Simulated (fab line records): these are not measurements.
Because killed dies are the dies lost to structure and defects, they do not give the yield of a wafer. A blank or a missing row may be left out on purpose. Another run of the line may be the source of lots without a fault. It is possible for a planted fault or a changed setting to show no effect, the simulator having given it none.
fab line records	flow n5-finfet
record lots=5	wafers=15	last-day=18
route steps=1938 shown SD_EPI_N@285 SD_EPI_P@295 BEOL_M4@1111 PASSIVATION@1936
lots that met no fault: from a run of the same line without faults
start-h: hours from the record's opening day to when the first of the lot's shown wafers began	wait-h: hours since the lot's step before	" the same as in the row above	L1.1+2: a single row standing in for several wafers	- either no value or no given start	* or withheld: withheld	< > ~ a bound
route shown NAME@n: names a module that has steps shown in the file, with the first one's number in the route	usual: the fault-free wafers' mean and standard deviation	same: alike in all rows	chamber/n: place in a boat	sites: each site's reading	_std_site: standard deviation across them	_edge_site: mean of outer sites minus mean of inner sites	radius-mm: how far each site lies from the wafer's centre	mask NAME#n: copy n	behind: the tool/chamber that last shaped the wafer	hold: the reason the lot was held/the length of the hold in hours/how it ended	device: which transistor (n, p or np) failed to switch	end of line: tests run on the same wafers once the route is complete	where a step has no rows: the recipe by itself	killed: the dies lost at the first sort to structure and to defects; this is not the yield of the wafer	map: the dies of a wafer, with x for killed, . for not killed, _ for no die there
set.NAME: the run value of the setting; set.NAME@STEP: its run value at that earlier step	model.NAME: the simulator's own value behind a step, which no gauge read
lots at some steps of the route; a table a step, a row a wafer
services: a tool's chamber out of use, with start hour (start-h, from the record's first day; less than 0 if before it), hours out, and reason
## steps
# step N5_SD_EPI_N_SRD_20
# recipe dry=ipa-marangoni	do-ppb=5	time-s=30	temp-c=23	rinse-liquid=diw
# step N5_SD_EPI_N_PRECLEAN_48
# recipe chemistry=NF3:NH3	afs-cycles=2	temp-c=30	time-s=20	sublimation-temp-c=180	sublimation-time-s=60	pressure-torr=3	rf-power-w=30
# step N5_SD_EPI_N_VAPOR_ETCH_50
# recipe chemistry=HCl	target=Si	temp-c=775	time-s=54	pressure-torr=20	mode=isotropic
# step N5_SD_EPI_N_EPI_21
# recipe material=Si:P	dopant=P	temp-c=680	pressure-torr=255	time-s=690
# step N5_SD_EPI_N_PRECLEAN_24
# recipe chemistry=O3/DIW	time-s=60	temp-c=22	o3-ppm=10
# step N5_SD_EPI_N_SRD_25
# recipe time-s=30	temp-c=23	rinse-liquid=diw	dry=ipa-marangoni
# step N5_SD_EPI_N_PRECLEAN_49
# recipe chemistry=NF3:NH3	afs-cycles=1	temp-c=30	time-s=20	sublimation-temp-c=180	sublimation-time-s=60	pressure-torr=3	rf-power-w=30
# step N5_SD_EPI_N_LINER_46
# recipe material=SiNx	target-thk-a=30	temp-c=400	ald-precursor-family=SiH2I2	ald-co-reactant=N2/H2-plasma	pressure-torr=2
# step N5_SD_EPI_P_COAT_34
# recipe resist=SOC	temp-c=250	time-s=60	spin-rpm=1500	resist-thk-nm=350
# step N5_SD_EPI_P_COAT_35
# recipe resist=SiARC	temp-c=220	time-s=60	spin-rpm=1500	resist-thk-nm=35
# step N5_SD_EPI_P_COAT_03
# recipe resist=CAR-ArF-block	spin-rpm=1500	resist-thk-nm=150
# usual spin-speed-rpm=1499.9/0.86
lot.wafer	tool	chamber	start-h	wait-h	spin-speed-rpm	model.CAR-ArF-block_of_SD_EPI_P_COAT_03.thk-nm
L396.3	litho-track-04	0	53.52	-	1500.4	150.2
L396.4	"	0	"	"	1500.4	150.2
L396.6	"	0	"	"	1500.6	149.6
L411.3	litho-track-04	0	143.94	-	1465.4	151.4
L411.4	"	0	"	"	1466.6	151.8
L411.6	"	0	"	"	1465.8	152
L412.1	litho-track-04	0	151.32	-	1466.9	151.6
L412.2	"	0	"	"	1466.4	151.8
L412.6	"	0	"	"	1466.4	151.2
L414.4	litho-track-04	0	162.74	-	1466.9	151.8
L414.5	"	0	"	"	1465.5	151.8
L414.6	"	0	"	"	1467.8	152
L417.2	litho-track-05	0	182.98	-	1499.6	149.6
L417.3	"	0	"	"	1499.9	149.8
L417.4	"	0	"	"	1499.6	150.4
# step N5_SD_EPI_P_EBR_05
# recipe solvent=PGMEA	ebr-width-mm=1.5
# step N5_SD_EPI_P_SOFTBAKE_04
# recipe temp-c=110	time-s=60	resist=CAR-ArF-block
# step N5_SD_EPI_P_EXPOSE_06
# recipe mask-id=SD_P_BLK	na=1.35	source-shape=conventional	sigma-outer=0.8	polarization=unpolarized	target-cd-nm=240	dose-mj=39.5
# step N5_SD_EPI_P_PEB_07
# recipe peb-temp-c=110	peb-time-s=60	resist=CAR-ArF-block
# step N5_SD_EPI_P_DEVELOP_08
# recipe develop-time-s=30	developer=TMAH	resist=CAR-ArF-block	dev-temp-c=23	rinse-liquid=diw	dry=air-spin
# step N5_SD_EPI_P_DESCUM_14
# recipe chemistry=O2	time-s=7.9	source-power-w=50	bias-power-w=20	pressure-mtorr=20	rf-frequency-hz=2.712e+07	temp-c=40	resist=CAR-ArF-block	o2-flow-sccm=225
# step N5_SD_EPI_P_ETCH_36
# recipe chemistry=CF4	target=SiARC	target-depth-a=455	mask-material=CAR-ArF-block	time-s=75.8	ion-energy-ev=80	pressure-mtorr=40	source-w=545	bias-w=36	Ar_flow_sccm=100	cf4-flow-sccm=100	ends=cleared
# usual cf4-flow-sccm=100.02/0.3	drypump-motor-current-A=5.88/0.28	etch-rf-on-time-s=75.9/1.4	oes-product-au=0.67/0.065	rf-vpp-V=184.5/1.3	showerhead-plenum-p-Torr=2.18/0.084	throttle-valve-pct=15.55/0.23
lot.wafer	tool	chamber	start-h	wait-h	cf4-flow-sccm	drypump-motor-current-A	etch-rf-on-time-s	oes-product-au	rf-hours-counter-h	rf-vpp-V	showerhead-plenum-p-Torr	throttle-valve-pct	model.CAR-ArF-block_of_SD_EPI_P_COAT_03.thk-nm
L396.3	rie-diel-03	3	54.45	0.0	100.01	5.78	75.2	0.59	234	185.9	2.20	15.95	111
L396.4	"	1	"	"	99.97	5.93	74.3	0.65	145	184.7	2.23	15.93	111
L396.6	"	1	"	"	100.71	5.93	74.0	0.65	-	185.9	2.23	15.95	110.6
L411.3	rie-diel-03	1	144.53	0.0	99.59	5.92	74.8	0.62	183	185.2	2.22	16.01	112.4
L411.4	"	3	"	"	100.19	5.78	76.1	0.81	10	184.7	2.19	15.51	112.6
L411.6	"	0	"	"	100.08	5.16	71.7	0.86	-	184.8	2.19	15.30	112.8
L412.1	rie-diel-04	2	151.80	0.0	100.19	6.11	77.7	0.66	143	184.8	2.22	15.22	112.6
L412.2	"	1	"	"	99.92	5.64	76.9	0.57	242	184.3	2.10	15.46	112.8
L412.6	"	2	"	"	99.88	6.10	78.2	0.65	-	185.7	2.22	15.22	112.2
L414.4	rie-diel-05	3	163.15	0.0	100.06	6.06	74.7	0.73	-	185.8	2.25	15.50	112.8
L414.5	"	0	"	"	100.40	6.05	75.6	0.65	-	185.5	2.22	15.53	112.6
L414.6	"	2	"	"	99.96	6.33	75.8	0.65	-	184.6	2.23	15.95	112.8
L417.2	rie-diel-04	3	183.47	0.0	100.15	5.50	77.9	0.63	151	181.2	1.97	15.52	110.6
L417.3	"	0	"	"	99.61	5.86	75.1	0.63	164	183.6	2.23	15.64	110.8
L417.4	"	2	"	"	100.12	6.08	78.2	0.65	154	186.7	2.22	15.25	111.4
# step N5_SD_EPI_P_ETCH_37
# recipe chemistry=N2/H2	target=SOC	overetch-a=1080	mask-material=SiARC	temp-c=40	ion-energy-ev=100	source-w=3000	bias-w=133	pressure-mtorr=20	time-s=486	n2-flow-sccm=200	h2-flow-sccm=200	ends=end-point
# step N5_BEOL_M4_RC_MEAS_101
# usual DIBL_N=35.8/1.7	DIBL_P=35.9/1.9	IOFF_N=0.151/0.028	IOFF_P=0.21/0.037	ION_N=673/12	ION_P=463/8.3	SS_N=71.4/0.59	SS_P=73.2/0.63	VT_N=250/3.2	VT_P=-250/3.7
lot.wafer	tool	chamber	start-h	wait-h	DIBL_N[mV/V]	DIBL_P[mV/V]	IOFF_N[nA/um]	IOFF_P[nA/um]	ION_N[uA/um]	ION_P[uA/um]	SS_N[mV/dec]	SS_P[mV/dec]	VT_N[mV]	VT_P[mV]
L396.3	prober-02	0	161.48	0.3	35.8	35.8	0.136	0.21	667	461	70.8	73.1	252	-249
L396.4	"	0	"	"	36.3	37.2	0.144	0.23	673	465	71.6	73.0	254	-248
L396.6	"	0	"	"	36.9	37.0	0.158	0.24	682	466	71.8	73.9	250	-246
L411.3	prober-01	0	254.16	0.3	37.4	36.4	0.183	0.21	700	472	71.2	72.9	246	-248
L411.4	"	0	"	"	38.6	38.3	0.192	0.22	675	457	71.5	73.8	247	-250
L411.6	"	0	"	"	36.6	35.5	0.155	0.19	664	458	71.4	72.5	252	-251
L412.1	prober-01	0	257.88	0.0	36.1	36.4	0.145	0.20	681	464	71.7	73.5	252	-251
L412.2	"	0	"	"	36.7	36.3	0.151	0.20	670	456	72.2	74.4	251	-253
L412.6	"	0	"	"	34.9	33.7	0.118	0.17	654	448	70.9	72.2	256	-254
L414.4	prober-01	0	277.06	0.5	35.7	36.5	0.157	0.23	681	464	71.5	72.8	248	-247
L414.5	"	0	"	"	34.5	35.5	0.135	0.22	672	477	71.5	72.7	250	-249
L414.6	"	0	"	"	32.3	32.7	0.104	0.17	660	461	70.5	71.3	255	-253
L417.2	prober-01	0	317.12	0.2	37.6	39.2	0.211	0.26	699	471	72.2	74.0	246	-247
L417.3	"	0	"	"	34.0	33.9	0.136	0.18	673	460	71.0	72.4	251	-252
L417.4	"	0	"	"	34.5	35.3	0.145	0.19	674	465	70.8	72.6	250	-250
# step N5_PASSIVATION_PROBE_49
# usual defect-limited-yield=91.4/1.5	killed_at_M0_to_M3=33/9.8	killed_at_M4_up=14/5.5	killed-at-contacts=12/6.5	killed-at-front-end=38/11	killed-at-other=3/3.1	killed-dies=101/17	killed-open=66/13	killed-short=32/7.5	sort_bin_5_function=5.0/1	sort_bin_6_memory=3.2/0.69	sort-n-pass=1079/17	sort-yield-pct=91.4/1.5
# same gross-dies=1180	killed-at-back-side=0	sort_bin_4_leakage[%]=0	sort_bin_8_speed[%]=0
lot.wafer	tool	chamber	start-h	wait-h	defect-limited-yield[%]	killed_at_M0_to_M3	killed_at_M4_up	killed-at-contacts	killed-at-front-end	killed-at-other	killed-dies	killed-open	killed-short	sort_bin_5_function[%]	sort_bin_6_memory[%]	sort-n-pass	sort-yield-pct[%]
L412.1	prober-01	-	365.33	0.0	91.2	34	14	6	41	9	104	74	29	5.2	3.2	1076	91.2
L412.6	prober-01	-	365.58	0.3	89.7	43	17	15	45	1	121	72	49	5.8	4.0	1059	89.7
# killed by level:class
L412.1 STI_FIN_REVEAL:geometric-particle:open=13 BEOL_M0:geometric-particle:open=7 MOL_CONTACT_COAG:geometric-particle:open=6 BEOL_M0_SAQP:geometric-particle:open=6 DUMMY_GATE:geometric-particle:open=5 BEOL_M0_SAQP:geometric-particle:short=5 BEOL_M1:geometric-particle:open=5 BEOL_M4:geometric-particle:open=5
L412.6 BEOL_M0_SAQP:geometric-particle:open=17 BEOL_M0_SAQP:geometric-particle:short=12 GATE_CUT:geometric-particle:short=11 MOL_CONTACT_COAG:geometric-particle:open=11 BEOL_M5:geometric-particle:open=8 DUMMY_GATE:geometric-particle:open=6 FIN_SAQP:geometric-particle:short=5 BEOL_M2:geometric-particle:open=5
## services
tool	chamber	start-h	hours	kind
rie-diel-03	2	38.54	8.4	repair
rie-diel-05	-	43.75	14.6	pm
rie-diel-03	-	46.51	2.8	pm
rie-diel-03	0	68.69	27.3	repair
rie-diel-05	0	92.10	4.1	repair
litho-track-05	-	95.16	-	consumable-replace:filter
rie-diel-03	3	95.99	-	clean
rie-diel-03	3	95.99	-	consumable-replace:focus-ring
rie-diel-03	3	95.99	22.8	scheduled-down
rie-diel-03	3	95.99	22.8	vent-cycle
rie-diel-03	0	99.83	13.6	repair
rie-diel-03	0	118.83	-	clean
rie-diel-03	0	118.83	-	consumable-replace:focus-ring
rie-diel-03	0	118.83	19.6	scheduled-down
rie-diel-03	0	118.83	19.6	vent-cycle
rie-diel-05	-	127.03	0.2	repair
rie-diel-05	1	162.56	1.5	repair
## key
first-sign step=N5_SD_EPI_P_COAT_03	reading=spin-speed-rpm	direction=down	sigmas=39	usual=*	struck=*
effect none on later readings
model-effect step=N5_SD_EPI_P_COAT_03	value=CAR-ArF-block_of_SD_EPI_P_COAT_03.thk-nm	without=150	struck=151.7
model-effect step=N5_SD_EPI_P_ETCH_36	value=CAR-ArF-block_of_SD_EPI_P_COAT_03.thk-nm	without=110.9	struck=112.6
met-at N5_SD_EPI_P_COAT_03
struck-wafers L411.3,L411.4,L411.6,L412.1,L412.2,L412.6,L414.4,L414.5,L414.6
onset-between 53.52 143.94
fault kind=process-parameter-drift	tool=litho-track-04	chamber=-	onset-h=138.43	steps=N5_SD_EPI_P_COAT_03	channel=spin-rpm	offset=*	shape=step	end-h=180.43	acts-in=*	stated=*
